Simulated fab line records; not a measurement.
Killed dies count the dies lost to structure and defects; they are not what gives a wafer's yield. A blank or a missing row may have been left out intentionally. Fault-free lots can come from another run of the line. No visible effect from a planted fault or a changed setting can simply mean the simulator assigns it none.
fab line records -- flow nand-harc -- part 1 of 2: steps 1 to 28 of 37
record lots=5, wafers=15, last-day=31
route steps=1302 shown P_M0@264 P_M1@285
lots that met no fault: taken from a fault-free run of the same line
start-h: hours from the record's first day to the start of the lot's first wafer shown -- wait-h: hours from the lot's prior step to this one -- " repeats the value in the row above -- L1.1+2: a row that stands for several wafers -- - value missing, or start not given -- * or withheld: withheld -- < > ~ a bound
route shown NAME@n: a module of which the file shows steps, and the number in the route of the first -- usual: mean/standard deviation of fault-free wafers -- same: alike in all rows -- chamber/n: place in a boat -- sites: readings site by site -- _std_site: their standard deviation -- _edge_site: inner sites' mean taken away from outer sites' mean -- radius-mm: how far each site lies from the wafer's centre -- mask NAME#n: copy n -- behind: the tool/chamber that last shaped the wafer -- hold: why the lot went on hold/how many hours it stayed there/how the hold came to an end -- device: the transistor (n, p or np) that didn't switch -- end of line: tests run on the same wafers once the route is complete -- where a step has no rows: the recipe by itself -- killed: the dies lost at the first sort to structure and to defects; this is not the yield of the wafer -- map: a wafer's dies, marking killed ones x, the rest . and places with no die _
set.NAME: the setting that was run; set.NAME@STEP: the one run at that earlier step -- model.NAME: the simulator's own value behind a step, which no gauge read
lots at some steps of the route; a table a step, a row a wafer
services: from which hour (start-h, from the record's first day; less than 0 if before it) a tool's chamber was out of use, for how many hours, and why
## steps
# step NHARC_P_M0_OVL_MEAS_10
# recipe pitch-nm=180
# usual overlay-x-nm=-0.2/0.83, overlay-y-nm=-0.1/0.86
lot.wafer,tool,chamber,start-h,wait-h,overlay-x-nm,overlay-y-nm
L075.2,overlay-01,-,137.43,-,-1.1,0.3
L075.3,overlay-01,-,137.43,-,-1.0,0.5
L075.6,overlay-01,-,137.43,-,-1.4,0.9
L077.2,overlay-02,-,149.99,-,-1.9,0.6
L077.5,overlay-02,-,149.99,-,-2.1,0.3
L077.6,overlay-02,-,149.99,-,-2.2,0.6
L079.2,overlay-01,-,167.92,-,0.3,-1.0
L079.3,overlay-01,-,167.92,-,0.2,-1.3
L079.5,overlay-01,-,167.92,-,0.3,-1.0
L084.3,overlay-01,-,215.48,-,0.4,-1.7
L084.4,overlay-01,-,215.48,-,0.5,-1.4
L084.5,overlay-01,-,215.48,-,0.4,-1.6
L093.2,overlay-01,-,306.70,-,-0.7,-0.3
L093.3,overlay-01,-,306.70,-,-0.2,-0.1
L093.6,overlay-01,-,306.70,-,-0.3,0.2
# step NHARC_P_M0_INSPECT_11
# usual raw-defect-count=4.7/2.9
lot.wafer,tool,chamber,start-h,wait-h,raw-defect-count
L075.2,defect-inspect-02,-,137.47,0.0,1
L075.3,defect-inspect-02,-,137.47,0.0,1
L075.6,defect-inspect-02,-,137.47,0.0,6
L077.2,defect-inspect-01,-,150.02,0.0,4
L077.5,defect-inspect-01,-,150.02,0.0,2
L077.6,defect-inspect-01,-,150.02,0.0,1
L079.2,defect-inspect-02,-,167.95,0.0,5
L079.3,defect-inspect-02,-,167.95,0.0,3
L079.5,defect-inspect-02,-,167.95,0.0,9
L084.3,defect-inspect-02,-,215.52,0.0,3
L084.4,defect-inspect-02,-,215.52,0.0,7
L084.5,defect-inspect-02,-,215.52,0.0,4
L093.2,defect-inspect-02,-,306.74,0.0,7
L093.3,defect-inspect-02,-,306.74,0.0,3
L093.6,defect-inspect-02,-,306.74,0.0,10
# step NHARC_P_M0_DESCUM_14
# recipe time-s=3, o2-flow-sccm=200, ar-flow-sccm=0, bias-power-w=0, chemistry=O2
# usual drypump-motor-current-A=5.8/0.52, oes-product-au=1.004/0.0085, rf-vpp-V=57.6/0.9, showerhead-plenum-p-Torr=1.88/0.094, throttle-valve-pct=11.312/0.0096
# same bias-power-w=0
lot.wafer,tool,chamber,start-h,wait-h,drypump-motor-current-A,oes-product-au,rf-hours-counter-h,rf-vpp-V,showerhead-plenum-p-Torr,throttle-valve-pct
L075.2,rie-diel-10,2,137.61,0.1,6.0,1.017,21,58.8,2.02,11.316
L075.3,rie-diel-10,1,137.61,0.1,6.5,1.023,20,58.4,1.93,11.328
L075.6,rie-diel-10,3,137.61,0.1,5.0,0.998,-,58.5,1.98,11.332
L077.2,rie-diel-10,0,150.09,0.1,5.6,1.003,25,56.8,1.81,11.318
L077.5,rie-diel-10,3,150.09,0.1,5.0,1.010,-,59.4,1.98,11.311
L077.6,rie-diel-10,0,150.09,0.1,5.6,0.995,-,56.3,1.81,11.296
L079.2,rie-diel-05,2,168.03,0.1,6.5,1.001,19,58.0,1.78,11.303
L079.3,rie-diel-05,3,168.03,0.1,5.4,1.011,19,58.1,1.83,11.312
L079.5,rie-diel-05,1,168.03,0.1,5.8,1.013,-,56.5,1.80,11.321
L084.4,rie-diel-06,2,215.58,0.1,4.6,1.005,21,59.3,1.96,11.299
L084.3,rie-diel-06,0,215.58,0.1,6.4,0.981,21,59.1,1.96,11.297
L084.5,rie-diel-06,3,215.58,0.1,5.3,1.023,-,57.8,1.90,11.312
L093.3,rie-diel-10,3,306.82,0.1,5.0,1.006,24,58.4,1.96,11.317
L093.2,rie-diel-10,1,306.82,0.1,6.5,1.005,20,56.8,1.91,11.312
L093.6,rie-diel-10,2,306.82,0.1,5.9,0.990,-,56.4,2.00,11.302
# step NHARC_P_M0_ETCH_34
# recipe target-depth-a=400, overetch-a=120, time-s=43.94, ion-energy-ev=200, n2-flow-sccm=150, h2-flow-sccm=150, ar-flow-sccm=0, rf-w=400, bias-w=150, chemistry=N2/H2
# usual drypump-motor-current-A=5.8/0.5, h2-flow-sccm=149.9/0.45, oes-product-au=1.003/0.0091, rf-vpp-V=430/3, showerhead-plenum-p-Torr=2.01/0.1, throttle-valve-pct=14.170/0.0091
lot.wafer,tool,chamber,start-h,wait-h,drypump-motor-current-A,h2-flow-sccm,oes-product-au,rf-hours-counter-h,rf-vpp-V,showerhead-plenum-p-Torr,throttle-valve-pct
L075.2,rie-diel-10,2,137.69,0.1,6.0,150.5,1.016,21,432,2.15,14.166
L075.3,rie-diel-10,0,137.69,0.1,5.7,149.7,0.995,22,428,1.93,14.182
L075.6,rie-diel-10,2,137.69,0.1,6.0,150.4,1.016,-,433,2.15,14.144
L077.2,rie-diel-10,2,150.19,0.1,5.9,150.0,1.010,25,433,2.15,14.157
L077.5,rie-diel-10,3,150.19,0.1,5.0,150.5,1.007,-,432,2.11,14.181
L077.6,rie-diel-10,0,150.19,0.1,5.7,149.7,1.002,-,426,1.93,14.173
L079.2,rie-diel-05,0,168.10,0.1,6.1,150.1,0.995,22,433,2.18,14.155
L079.3,rie-diel-05,2,168.10,0.1,6.5,150.0,1.000,19,428,1.90,14.174
L079.5,rie-diel-05,1,168.10,0.1,5.9,149.9,0.996,-,428,1.92,14.163
L084.3,rie-diel-06,3,215.67,0.1,5.3,149.7,1.026,23,430,2.03,14.179
L084.4,rie-diel-06,0,215.67,0.1,6.4,150.1,1.000,21,432,2.09,14.157
L084.5,rie-diel-06,3,215.67,0.1,5.4,149.7,1.006,-,431,2.03,14.169
L093.2,rie-diel-10,3,306.90,0.1,5.0,149.8,1.008,24,433,2.09,14.161
L093.3,rie-diel-10,0,306.90,0.1,5.7,149.5,1.015,24,425,1.91,14.175
L093.6,rie-diel-10,3,306.90,0.1,5.0,150.1,1.009,-,432,2.09,14.174
# step NHARC_P_M0_ETCH_15
# recipe target-depth-a=1500, overetch-a=150, time-s=82.5, c4f8-flow-sccm=withheld, ar-flow-sccm=400, rf-w=600, bias-w=300, chemistry=C4F8/Ar
# usual oes-product-au=0.965/0.018, rf-vpp-V=439.6/2.9
lot.wafer,tool,chamber,start-h,wait-h,oes-product-au,rf-hours-counter-h,rf-vpp-V
L075.3,rie-diel-10,0,-,-,0.982,22,437.5
L075.2,rie-diel-10,1,-,-,0.982,20,440.7
L075.6,rie-diel-10,3,-,-,0.961,-,444.0
L077.2,rie-diel-10,3,-,-,0.959,23,443.4
L077.5,rie-diel-10,1,-,-,0.972,-,440.5
L077.6,rie-diel-10,2,-,-,0.976,-,443.2
L079.3,rie-diel-05,3,-,-,1.001,19,438.4
L079.2,rie-diel-05,0,-,-,0.958,22,445.1
L079.5,rie-diel-05,2,-,-,0.987,-,437.3
L084.3,rie-diel-06,1,-,-,0.985,19,438.2
L084.4,rie-diel-06,0,-,-,0.968,21,443.5
L084.5,rie-diel-06,2,-,-,0.964,-,442.3
L093.2,rie-diel-10,1,-,-,0.956,20,439.9
L093.3,rie-diel-10,2,-,-,0.941,22,442.7
L093.6,rie-diel-10,0,-,-,0.947,-,438.1
# step NHARC_P_M0_CD_MEAS_16
# usual cd-nm=89.8/0.84
lot.wafer,tool,chamber,start-h,wait-h,cd-nm
L075.2,cd-sem-02,-,137.91,-,90.5
L075.3,cd-sem-02,-,137.91,-,89.8
L075.6,cd-sem-02,-,137.91,-,90.5
L077.2,cd-sem-01,-,150.39,-,90.1
L077.5,cd-sem-01,-,150.39,-,89.9
L077.6,cd-sem-01,-,150.39,-,89.6
L079.2,cd-sem-02,-,168.31,-,90.0
L079.3,cd-sem-02,-,168.31,-,89.5
L079.5,cd-sem-02,-,168.31,-,89.6
L084.3,cd-sem-01,-,215.88,-,89.9
L084.4,cd-sem-01,-,215.88,-,89.0
L084.5,cd-sem-01,-,215.88,-,90.9
L093.2,cd-sem-01,-,307.12,-,90.1
L093.3,cd-sem-01,-,307.12,-,89.5
L093.6,cd-sem-01,-,307.12,-,89.8
# step NHARC_P_M0_STRIP_18
# recipe power-w=1000, n2-flow-sccm=150, h2-flow-sccm=150, ar-flow-sccm=0, bias-w=0, chemistry=N2/H2
# usual drypump-motor-current-A=5.8/0.54, h2-flow-sccm=150.0/0.46, oes-product-au=1.005/0.0092, rf-vpp-V=90.3/1, showerhead-plenum-p-Torr=2.00/0.094, throttle-valve-pct=14.169/0.0091
lot.wafer,tool,chamber,start-h,wait-h,drypump-motor-current-A,h2-flow-sccm,oes-product-au,rf-hours-counter-h,rf-vpp-V,showerhead-plenum-p-Torr,throttle-valve-pct
L075.2,rie-diel-10,0,137.98,0.1,5.7,150.3,0.992,22,89.0,1.93,14.179
L075.3,rie-diel-10,1,137.98,0.1,6.5,149.5,1.002,20,91.8,2.06,14.171
L075.6,rie-diel-10,1,137.98,0.1,6.5,150.3,1.000,-,89.6,2.06,14.169
L077.2,rie-diel-05,3,150.49,0.1,5.4,150.7,1.005,15,89.8,1.95,14.178
L077.5,rie-diel-05,2,150.49,0.1,6.5,150.2,0.999,-,89.1,1.90,14.161
L077.6,rie-diel-05,3,150.49,0.1,5.4,150.0,1.013,-,89.1,1.95,14.173
L079.2,rie-diel-05,2,168.41,0.1,6.5,150.6,0.997,19,88.3,1.90,14.161
L079.3,rie-diel-05,0,168.41,0.1,6.1,149.8,0.993,22,90.0,2.18,14.153
L079.5,rie-diel-05,1,168.41,0.1,5.8,149.3,0.989,-,88.8,1.92,14.162
L084.4,rie-diel-05,2,215.95,0.1,6.5,150.4,1.004,25,90.1,1.90,14.179
L084.3,rie-diel-05,3,215.95,0.1,5.4,150.2,1.010,26,89.8,1.94,14.166
L084.5,rie-diel-05,2,215.95,0.1,6.4,150.1,1.007,-,89.5,1.90,14.161
L093.2,rie-diel-10,3,307.24,0.1,5.0,150.1,1.005,24,92.0,2.09,14.153
L093.3,rie-diel-10,0,307.24,0.1,5.7,150.3,1.003,24,90.1,1.91,14.154
L093.6,rie-diel-10,1,307.24,0.1,6.5,149.1,1.006,-,92.0,2.04,14.170
# step NHARC_P_M0_STRIP_19
# recipe time-s=600, temp-c=30, chemistry=post-etch-residue-remover
lot.wafer,tool,chamber,start-h,wait-h
L075.3+6+2,wet-bench-05,"0,1,3",138.26,-
L077.2+5+6,wet-bench-05,"4,5,6",150.81,-
L079.3+5+2,wet-bench-02,"6,7,0",168.67,-
L084.4+5+3,wet-bench-02,"6,1,2",216.22,-
L093.3+6+2,wet-bench-02,"7,1,3",307.47,-
# step NHARC_P_M0_DEGAS_28
# recipe temp-c=250, time-s=60
# usual heater-power-w=336/29
lot.wafer,tool,chamber,start-h,wait-h,heater-power-w
L075.2,pvd-sputter-01,-,138.57,-,325
L075.3,pvd-sputter-01,-,138.57,-,371
L075.6,pvd-sputter-01,-,138.57,-,339
L077.2,pvd-sputter-03,-,151.06,-,338
L077.6,pvd-sputter-03,-,151.06,-,368
L077.5,pvd-sputter-03,-,151.06,-,331
L079.2,pvd-sputter-02,-,168.95,-,375
L079.3,pvd-sputter-02,-,168.95,-,280
L079.5,pvd-sputter-02,-,168.95,-,338
L084.4,pvd-sputter-02,-,216.49,-,318
L084.3,pvd-sputter-02,-,216.49,-,333
L084.5,pvd-sputter-02,-,216.49,-,326
L093.3,pvd-sputter-02,-,307.73,-,311
L093.2,pvd-sputter-02,-,307.73,-,284
L093.6,pvd-sputter-02,-,307.73,-,368
# step NHARC_P_M0_PRE_CLEAN_29
# recipe time-s=30, temp-c=280, gas=H2/He
# usual heater-power-w=411/37
lot.wafer,tool,chamber,start-h,wait-h,heater-power-w
L075.2,pvd-sputter-01,-,-,-,395
L075.3,pvd-sputter-01,-,-,-,467
L075.6,pvd-sputter-01,-,-,-,417
L077.2,pvd-sputter-03,-,-,-,394
L077.5,pvd-sputter-03,-,-,-,408
L077.6,pvd-sputter-03,-,-,-,465
L079.2,pvd-sputter-02,-,-,-,391
L079.3,pvd-sputter-02,-,-,-,351
L079.5,pvd-sputter-02,-,-,-,396
L084.4,pvd-sputter-02,-,-,-,335
L084.3,pvd-sputter-02,-,-,-,394
L084.5,pvd-sputter-02,-,-,-,341
L093.2,pvd-sputter-02,-,-,-,369
L093.3,pvd-sputter-02,-,-,-,394
L093.6,pvd-sputter-02,-,-,-,449
# step NHARC_P_M0_PVD_20
# recipe target-thk-a=50, bias-v=168.6, power-w=15000, chamber-pressure-pa=0.12, time-s=8.06, substrate-temp-c=50, material=TaN
# usual throttle-valve-pct=29.9/0.96
lot.wafer,tool,chamber,start-h,wait-h,throttle-valve-pct
L075.3,pvd-sputter-01,-,-,-,27.9
L075.2,pvd-sputter-01,-,-,-,28.8
L075.6,pvd-sputter-01,-,-,-,28.4
L077.2,pvd-sputter-03,-,-,-,30.3
L077.5,pvd-sputter-03,-,-,-,29.9
L077.6,pvd-sputter-03,-,-,-,30.0
L079.3,pvd-sputter-02,-,-,-,30.2
L079.2,pvd-sputter-02,-,-,-,30.6
L079.5,pvd-sputter-02,-,-,-,30.0
L084.4,pvd-sputter-02,-,-,-,30.5
L084.3,pvd-sputter-02,-,-,-,31.8
L084.5,pvd-sputter-02,-,-,-,28.9
L093.2,pvd-sputter-02,-,-,-,31.7
L093.3,pvd-sputter-02,-,-,-,30.1
L093.6,pvd-sputter-02,-,-,-,28.9
# step NHARC_P_M0_PVD_21
# recipe target-thk-a=300, chamber-pressure-pa=5, power-w=5000, substrate-temp-c=30, time-s=20.49, material=Cu
# usual throttle-valve-pct=29.9/0.96
lot.wafer,tool,chamber,start-h,wait-h,throttle-valve-pct
L075.2,pvd-sputter-01,-,-,-,29.8
L075.3,pvd-sputter-01,-,-,-,30.8
L075.6,pvd-sputter-01,-,-,-,28.1
L077.2,pvd-sputter-03,-,-,-,28.9
L077.5,pvd-sputter-03,-,-,-,30.1
L077.6,pvd-sputter-03,-,-,-,29.7
L079.2,pvd-sputter-02,-,-,-,30.0
L079.3,pvd-sputter-02,-,-,-,28.9
L079.5,pvd-sputter-02,-,-,-,30.3
L084.3,pvd-sputter-02,-,-,-,29.9
L084.4,pvd-sputter-02,-,-,-,30.5
L084.5,pvd-sputter-02,-,-,-,30.3
L093.3,pvd-sputter-02,-,-,-,30.1
L093.2,pvd-sputter-02,-,-,-,31.5
L093.6,pvd-sputter-02,-,-,-,30.5
# step NHARC_P_M0_ECD_22
# recipe target-thk-a=4000, bath-temp-c=25, material=Cu
lot.wafer,tool,chamber,start-h,wait-h
L075.2+3+6,ecd-cu-02,"0,1,0",138.92,-
L077.2+6+5,ecd-cu-01,"1,1,0",151.41,-
L079.2+3+5,ecd-cu-02,"1,0,0",169.29,-
L084.4+3+5,ecd-cu-01,"1,0,0",216.95,-
L093.2+3+6,ecd-cu-02,0,308.14,-
# step NHARC_P_M0_ANNEAL_30
# recipe temp-c=225, time-s=90
# usual wafer_temp_C_max=226.0/0.52
lot.wafer,tool,chamber,start-h,wait-h,wafer_temp_C_max
L075.2,rtp-anneal-01,0,139.35,0.4,225.8
L075.3,rtp-anneal-01,0,139.35,0.4,225.8
L075.6,rtp-anneal-01,0,139.35,0.4,225.7
L077.2,rtp-anneal-02,0,151.84,-,226.5
L077.5,rtp-anneal-02,0,151.84,-,226.1
L077.6,rtp-anneal-02,0,151.84,-,227.1
L079.2,rtp-anneal-01,0,169.73,0.4,225.5
L079.3,rtp-anneal-01,0,169.73,0.4,225.7
L079.5,rtp-anneal-01,0,169.73,0.4,225.2
L084.3,rtp-anneal-01,0,217.33,-,225.6
L084.4,rtp-anneal-01,0,217.33,-,225.4
L084.5,rtp-anneal-01,0,217.33,-,225.7
L093.2,rtp-anneal-02,0,308.52,0.3,226.2
L093.3,rtp-anneal-02,0,308.52,0.3,226.3
L093.6,rtp-anneal-02,0,308.52,0.3,226.4
# step NHARC_P_M0_CMP_23
# recipe t-overpolish-s=20, target-thk-nm=117.54
# usual motor-current-A=12.3/1.6, slurry-filter-dp-kPa=13.49/0.13, time-to-endpoint-s=28.4/2.2
# same t-overpolish-s=20
lot.wafer,tool,chamber,start-h,wait-h,motor-current-A,slurry-filter-dp-kPa,time-to-endpoint-s
L075.2,cmp-02,3,139.67,-,13.1,13.47,26.3
L075.3,cmp-02,0,139.67,-,10.5,13.49,28.4
L075.6,cmp-02,2,139.67,-,12.8,13.36,29.2
L077.2,cmp-01,1,152.16,-,12.7,13.57,25.7
L077.5,cmp-01,0,152.16,-,12.2,13.31,26.5
L077.6,cmp-01,1,152.16,-,12.7,13.65,25.5
L079.2,cmp-02,3,170.08,-,12.3,13.60,27.1
L079.3,cmp-02,0,170.08,-,10.4,13.45,27.3
L079.5,cmp-02,1,170.08,-,12.4,13.26,27.2
L084.4,cmp-02,0,217.57,-,10.9,13.52,29.2
L084.3,cmp-02,2,217.57,-,13.4,13.43,28.0
L084.5,cmp-02,0,217.57,-,10.2,13.48,30.8
L093.2,cmp-03,0,308.87,-,11.1,13.69,24.0
L093.3,cmp-03,1,308.87,-,10.9,13.74,28.3
L093.6,cmp-03,2,308.87,-,13.0,13.16,28.1
# step NHARC_P_M0_THK_MEAS_24
# recipe thk-meas-gauge=xrf
# usual thk-nm=117.2/1.3
lot.wafer,tool,chamber,start-h,wait-h,thk-nm
L075.2,film-metro-01,-,139.96,-,116.3
L075.3,film-metro-01,-,139.96,-,116.3
L075.6,film-metro-01,-,139.96,-,116.0
L077.2,film-metro-01,-,152.44,-,116.0
L077.5,film-metro-01,-,152.44,-,116.2
L077.6,film-metro-01,-,152.44,-,116.0
L079.2,film-metro-01,-,170.34,-,116.5
L079.3,film-metro-01,-,170.34,-,114.0
L079.5,film-metro-01,-,170.34,-,117.7
L084.3,film-metro-01,-,217.88,-,120.3
L084.4,film-metro-01,-,217.88,-,117.4
L084.5,film-metro-01,-,217.88,-,118.5
L093.2,film-metro-01,-,309.13,-,115.2
L093.3,film-metro-01,-,309.13,-,116.7
L093.6,film-metro-01,-,309.13,-,117.5
# step NHARC_P_M0_SRD_25
lot.wafer,tool,chamber,start-h,wait-h
L075.6+2+3,wet-bench-08,"4,5,6",140.01,0.0
L077.2+5+6,wet-bench-10,"1,2,6",152.48,0.0
L079.5+3+2,wet-bench-08,"4,6,7",170.38,0.0
L084.4+5+3,wet-bench-10,"2,5,6",217.92,0.0
L093.6+2+3,wet-bench-10,"1,4,6",309.17,0.0
# step NHARC_P_M0_INSPECT_27
# usual raw-defect-count=306/120
lot.wafer,tool,chamber,start-h,wait-h,raw-defect-count
L075.2,defect-inspect-02,-,140.12,0.0,153
L075.3,defect-inspect-02,-,140.12,0.0,127
L075.6,defect-inspect-02,-,140.12,0.0,150
L077.2,defect-inspect-01,-,152.60,0.0,327
L077.5,defect-inspect-01,-,152.60,0.0,375
L077.6,defect-inspect-01,-,152.60,0.0,359
L079.2,defect-inspect-01,-,170.50,0.0,255
L079.3,defect-inspect-01,-,170.50,0.0,276
L079.5,defect-inspect-01,-,170.50,0.0,179
L084.3,defect-inspect-01,-,218.04,0.0,499
L084.4,defect-inspect-01,-,218.04,0.0,580
L084.5,defect-inspect-01,-,218.04,0.0,452
L093.2,defect-inspect-02,-,309.29,0.0,149
L093.3,defect-inspect-02,-,309.29,0.0,168
L093.6,defect-inspect-02,-,309.29,0.0,253
# step NHARC_P_M0_PRE_CLEAN_31
# recipe time-s=12, temp-c=370, rf-power-w=300, gas=NH3
# usual heater-power-w=672/56
lot.wafer,tool,chamber,start-h,wait-h,heater-power-w
L075.2,pecvd-02,0,140.18,0.1,588
L075.3,pecvd-02,1,140.18,0.1,737
L075.6,pecvd-02,0,140.18,0.1,595
L077.2,pecvd-04,2,152.69,0.1,682
L077.6,pecvd-04,0,152.69,0.1,620
L077.5,pecvd-04,2,152.69,0.1,684
L079.3,pecvd-04,2,170.56,0.1,698
L079.2,pecvd-04,0,170.56,0.1,601
L079.5,pecvd-04,0,170.56,0.1,610
L084.3,pecvd-04,2,218.12,0.1,679
L084.5,pecvd-04,1,218.12,0.1,689
L084.4,pecvd-04,0,218.12,0.1,614
L093.2,pecvd-01,0,309.35,0.1,647
L093.3,pecvd-01,1,309.35,0.1,664
L093.6,pecvd-01,1,309.35,0.1,653
# step NHARC_P_M0_DEP_32
# recipe target-thk-a=300, temp-c=370, target-thk-nm=30, pressure-torr=3, flow-sccm=200, rf-w=450, material=SiCN
# usual heater-power-w=619/52
lot.wafer,tool,chamber,start-h,wait-h,heater-power-w
L075.2,pecvd-02,0,140.26,0.1,563
L075.3,pecvd-02,1,140.26,0.1,699
L075.6,pecvd-02,0,140.26,0.1,564
L077.2,pecvd-04,2,152.83,0.1,627
L077.6,pecvd-04,0,152.83,0.1,608
L077.5,pecvd-04,2,152.83,0.1,619
L079.3,pecvd-04,2,170.64,0.1,540
L079.2,pecvd-04,0,170.64,0.1,558
L079.5,pecvd-04,0,170.64,0.1,559
L084.3,pecvd-04,2,218.22,0.1,637
L084.5,pecvd-04,1,218.22,0.1,618
L084.4,pecvd-04,0,218.22,0.1,578
L093.2,pecvd-01,0,309.43,0.1,662
L093.3,pecvd-01,1,309.43,0.1,695
L093.6,pecvd-01,1,309.43,0.1,672
# step NHARC_P_M1_DEP_00
# recipe target-thk-a=1825, target-thk-nm=182.5, temp-c=withheld, pressure-torr=5, flow-sccm=200, rf-w=600, material=SiOC
lot.wafer,tool,chamber,start-h,wait-h
L075.3+2+6,pecvd-02,"1,2,0",-,-
L077.2+5+6,pecvd-01,"0,0,1",153.16,-
L079.2+3+5,pecvd-02,"0,1,2",171.10,-
L084.3+5+4,pecvd-02,"2,2,1",218.59,-
L093.2+3+6,pecvd-04,"2,1,2",309.87,-
# step NHARC_P_M1_DEHYDRATE_01
# recipe temp-c=150, time-s=120
lot.wafer,tool,chamber,start-h,wait-h
L075.2+3+6,litho-track-01,0,141.06,-
L077.2+5+6,litho-track-06,0,153.73,0.5
L079.2+3+5,litho-track-04,0,171.46,-
L084.3+4+5,litho-track-01,0,219.03,-
L093.2+3+6,litho-track-04,0,310.27,-
# step NHARC_P_M1_HMDS_02
# recipe time-s=30
lot.wafer,tool,chamber,start-h,wait-h
L075.2+3+6,litho-track-01,0,-,-
L077.2+5+6,litho-track-06,0,-,-
L079.2+3+5,litho-track-04,0,-,-
L084.3+4+5,litho-track-01,0,-,-
L093.2+3+6,litho-track-04,0,-,-
# step NHARC_P_M1_COAT_34
# recipe temp-c=200, time-s=65
lot.wafer,tool,chamber,start-h,wait-h
L075.2+3+6,litho-track-01,0,-,-
L077.2+5+6,litho-track-06,0,-,-
L079.2+3+5,litho-track-04,0,-,-
L084.3+4+5,litho-track-01,0,-,-
L093.2+3+6,litho-track-04,0,-,-
# step NHARC_P_M1_COAT_03
# recipe spin-rpm=1500, resist-thk-nm=90
lot.wafer,tool,chamber,start-h,wait-h
L075.2+3+6,litho-track-01,0,-,-
L077.2+5+6,litho-track-06,0,-,-
L079.2+3+5,litho-track-04,0,-,-
L084.3+4+5,litho-track-01,0,-,-
L093.2+3+6,litho-track-04,0,-,-
# step NHARC_P_M1_SOFTBAKE_04
# recipe temp-c=105, time-s=55
lot.wafer,tool,chamber,start-h,wait-h
L075.2+3+6,litho-track-01,0,-,-
L077.2+5+6,litho-track-06,0,-,-
L079.2+3+5,litho-track-04,0,-,-
L084.3+4+5,litho-track-01,0,-,-
L093.2+3+6,litho-track-04,0,-,-
# step NHARC_P_M1_EBR_05
lot.wafer,tool,chamber,start-h,wait-h
L075.2+3+6,litho-track-01,0,-,-
L077.2+5+6,litho-track-06,0,-,-
L079.2+3+5,litho-track-04,0,-,-
L084.3+4+5,litho-track-01,0,-,-
L093.2+3+6,litho-track-04,0,-,-
# step NHARC_P_M1_EXPOSE_06
# recipe na=1.35, target-cd-nm=130, dose-mj=81.88, mask-id=P_M1
# usual exposure-dose-mJ-cm2=81.90/0.087
lot.wafer,tool,chamber,start-h,wait-h,mask,exposure-dose-mJ-cm2
L075.2,arfi-scanner-01,0,141.24,-,P_M1#0,81.91
L075.3,arfi-scanner-01,0,141.24,-,P_M1#0,81.80
L075.6,arfi-scanner-01,0,141.24,-,P_M1#0,81.82
L077.2,arfi-scanner-02,0,154.02,-,P_M1#0,82.01
L077.5,arfi-scanner-02,0,154.02,-,P_M1#0,81.91
L077.6,arfi-scanner-02,0,154.02,-,P_M1#0,81.89
L079.2,arfi-scanner-03,0,171.75,-,P_M1#0,81.87
L079.3,arfi-scanner-03,0,171.75,-,P_M1#0,81.86
L079.5,arfi-scanner-03,0,171.75,-,P_M1#0,81.95
L084.3,arfi-scanner-02,0,219.20,-,P_M1#0,81.81
L084.4,arfi-scanner-02,0,219.20,-,P_M1#0,81.77
L084.5,arfi-scanner-02,0,219.20,-,P_M1#0,81.90
L093.2,arfi-scanner-01,0,310.45,-,P_M1#0,81.79
L093.3,arfi-scanner-01,0,310.45,-,P_M1#0,81.82
L093.6,arfi-scanner-01,0,310.45,-,P_M1#0,81.94
